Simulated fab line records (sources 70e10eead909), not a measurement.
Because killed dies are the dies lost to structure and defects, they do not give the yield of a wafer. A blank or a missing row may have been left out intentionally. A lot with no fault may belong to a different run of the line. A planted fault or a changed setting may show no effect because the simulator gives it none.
Struck lot and sound lot, side by side    flow nand-harc    14 out of 1302 route steps
Sound: these wafers, L476.2, L476.3, L476.5. Wafers L484.3, L484.4, L484.6 were the ones struck. Last of all comes the cause.
Per side, at each step with rows, come the tool, then ch with its chambers, and then its first start. Under that, the readings that differ: sound wafers    struck wafers    difference of the means    sigmas: that difference in standard deviations of wafers without a fault.
alike: readings with means less than 2 such deviations apart, plus words and numbers identical on both sides. not compared: withheld readings, readings lacking a value on some wafer, bounds such as >300 that could conceal the same value, and numbers that have no deviation in the record and whose values overlap.
The two part at a step that has a row with sigmas, a row that says differs or no value, or rows on one side only. Numbers that have no deviation but don't overlap get no sigmas and don't part them. A reading missing from all wafers of one side parts the sides only when that side holds two or more wafers.

first, 3 steps without rows for these wafers: NHARC_THIN_TSV_EXPOSE_09 (exposes mask TSV); NHARC_THIN_TSV_PEB_10 (peb time 85 s); NHARC_THIN_TSV_DEVELOP_11 (time 70 s).
NHARC_THIN_TSV_CD_MEAS_12 targets a cd of 1000 nm.
  sound on cd-sem-03 ch 0, day 28 17:20; struck on cd-sem-02 ch 0, day 31 15:14
  alike: cd-nm
then, 1 step without rows for these wafers: NHARC_THIN_TSV_HARDBAKE_13 (time 80 s).
NHARC_THIN_TSV_DESCUM_14: chemistry O2, time 3 s.
  sound on rie-diel-07 ch 0,3, day 28 17:29; struck on rie-diel-09 ch 0,1,3, day 31 15:23
  alike: chamber-pressure-mTorr, drypump-motor-current-A, oes-product-au, rf-vpp-V, showerhead-plenum-p-Torr, throttle-valve-pct
  not compared: rf-hours-counter-h
NHARC_THIN_TSV_ETCH_44: etches the open film in CF4/O2, target depth 1594.2 nm, time 797.1 s.
  sound on rie-diel-07 ch 0,2, day 28 17:38; struck on rie-diel-09 ch 1,2,3, day 31 15:35
  alike: chamber-pressure-mTorr, drypump-motor-current-A, oes-product-au, rf-vpp-V, showerhead-plenum-p-Torr, throttle-valve-pct
  not compared: rf-hours-counter-h
NHARC_THIN_TSV_ETCH_15: target depth 3000 nm, bosch target overetch cycles 2, bosch etch step 2.8 s.
  sound on rie-si-02 ch 0,1,3, day 28 18:10; struck on rie-si-02 ch 1,2, day 31 16:02
  alike: drypump-motor-current-A
  not compared: rf-hours-counter-h
NHARC_THIN_TSV_CD_MEAS_16:
  sound on cd-sem-01, day 28 18:17; struck on cd-sem-03, day 31 16:11
  alike: cd-nm
then, 2 steps without rows for these wafers: NHARC_THIN_TSV_STRIP_45 (strips in O2); NHARC_THIN_TSV_STRIP_46 (strips in post etch residue remover, time 1200 s).
NHARC_THIN_TSV_DEP_47: deposits SiO2, target thk 200 nm.
  sound on pecvd-01 ch 0,2, day 28 19:13; struck on pecvd-02 ch 0,1, day 31 17:10
  alike: showerhead-vpp-V, throttle-valve-pct
NHARC_THIN_TSV_ETCHBACK_48: etches the open film in C4F8/Ar, target depth 1028.5 nm, time 405.17 s.
  sound on rie-diel-09 ch 0,2,3, day 28 19:34; struck on rie-diel-09 ch 2,3, day 31 17:31
  no value came back on the struck wafers for any of 5 readings (bias-w (W), chamber-pressure-mTorr (mTorr) and others); on the sound wafers bias-w (W) reads 300.2 300.3 299.0
  not compared: rf-hours-counter-h
NHARC_THIN_TSV_STRIP_62: strips in N2/H2, time 20 s.
  sound on plasma-asher-01 ch 0,1, day 28 19:56; struck on plasma-asher-01 ch 0,1, day 31 17:55
  alike: drypump-motor-current-A, heater-power-w
  not compared: rf-hours-counter-h

== WHERE THEY PART ==
At NHARC_THIN_TSV_ETCHBACK_48 and nowhere else, as far as this record goes. Later steps at which nothing parts them and some readings are alike: NHARC_THIN_TSV_STRIP_62.

WHY: the cause the simulator had injected
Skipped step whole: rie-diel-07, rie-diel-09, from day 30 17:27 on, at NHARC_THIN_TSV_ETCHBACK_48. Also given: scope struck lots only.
